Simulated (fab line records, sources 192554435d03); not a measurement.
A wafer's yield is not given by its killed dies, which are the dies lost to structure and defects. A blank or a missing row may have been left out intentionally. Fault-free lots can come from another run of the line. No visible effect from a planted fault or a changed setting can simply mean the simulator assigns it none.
3 desks looking at one fault ; flow n5 finfet ; each desk holds nothing but its own numbers, with what lay behind them at the end

== AT THE METROLOGY DESK ==
What the gauges read for every lot (on any tool): the sampled wafers with a number, averaged. If a lot's mean is further than 4 standard deviations from the usual mean, the lot is out of limits and carries the mark OUT (the distance appears in the brackets).
Columns: A = cd nm at N5_BEOL_M8_CD_MEAS_28, usual 40.05 nm; B = V7_OVL at N5_BEOL_M8_OVL_MEAS_29, usual -0.2 nm
lot;first seen here;A;B
L768;day 10 20:20;39.91;-0.5
L773;day 12 02:24;40.20;-1.9
L776;day 13 05:20;40.18;-0.8
L778;day 13 11:49;39.74;-1.2
L783;day 14 06:23;40.10;1.3
L781;day 14 06:34;40.18;-0.7
L779;day 14 06:37;40.19;-0.7
Result from this desk: across the 7 lots, nothing is out of limits.

== THE TOOL OWNER'S DESK: rie diel-05 ==
The tool's own readings at N5_BEOL_M8_ETCH_66 (etches SOC in N2/H2, target depth 80 nm, overetch 16 nm, time 120 s): means of the sampled wafers that have a number, for each lot that ran on this tool. If a lot's mean is further than 4 standard deviations from the usual mean, the lot is out of limits and carries the mark OUT (the distance appears in the brackets).
Columns: A = bias w at N5_BEOL_M8_ETCH_66, usual 149.9 W; B = drypump motor current A at N5_BEOL_M8_ETCH_66, usual 5.7 A; C = oes product au at N5_BEOL_M8_ETCH_66, usual 0.63 a.u.; D = rf fwd power W at N5_BEOL_M8_ETCH_66, usual 835.4 W; E = rf vpp V at N5_BEOL_M8_ETCH_66, usual 524.2 V; F = showerhead plenum p Torr at N5_BEOL_M8_ETCH_66, usual 2.55 Torr; G = throttle valve pct at N5_BEOL_M8_ETCH_66, usual 17.68 %
lot;first seen here;A;B;C;D;E;F;G
L768;day 10 20:32;149.9;6.0;0.69;833.1;523.9;2.56;17.90
L776;day 13 05:32;149.9;5.9;0.66;634.7 (-74) OUT;573.4 (+19) OUT;2.55;17.76
L778;day 13 12:01;150.3;6.2;0.66;634.5 (-74) OUT;576.6 (+20) OUT;2.61;17.67
L781;day 14 06:52;149.8;5.8;0.60;635.2 (-74) OUT;572.3 (+19) OUT;2.53;17.86
This desk's finding: out of limits on L776, L778, L781; first on L776, day 13 05:32 (rf fwd power W at N5_BEOL_M8_ETCH_66). In limits: L768.

== THE DEFECT DESK ==
Inspection counts along the route, by lot: the mean over sampled wafers that carry a number. If a lot's mean is further than 4 standard deviations from the usual mean, the lot is out of limits and carries the mark OUT (the distance appears in the brackets).
Columns: A = raw defect count at N5_BEOL_M8_INSPECT_30, usual 393
lot;first seen here;A
L768;day 10 20:26;336
L773;day 12 02:29;537
L776;day 13 05:26;330
L778;day 13 11:55;315
L783;day 14 06:29;412
L781;day 14 06:39;352
L779;day 14 06:42;310
Result from this desk: across the 7 lots, nothing is out of limits.

== ALL TOGETHER ==
An alarm could have come from the tool owner's desk at day 13 05:32, on L776, L778, L781.
At the metrology desk, nothing out of limits was observed.
The defect desk saw nothing out of limits.
The metrology desk has L776, L778, L781 on record, within its limits.
The defect desk has L776, L778, L781 on record, within its limits.
The lots listed all ran N5_BEOL_M8_ETCH_66 on rie diel-05.

== WHAT HAD BEEN PUT IN BY THE SIMULATOR ==
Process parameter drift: rie diel-05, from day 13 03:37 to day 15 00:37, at N5_BEOL_M8_ETCH_66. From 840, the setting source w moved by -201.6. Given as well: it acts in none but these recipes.
Struck lots among those shown: L776, L778, L781.
Delay in hours, fault start to first out-of-limits reading, by desk: the tool owner's desk at 2.
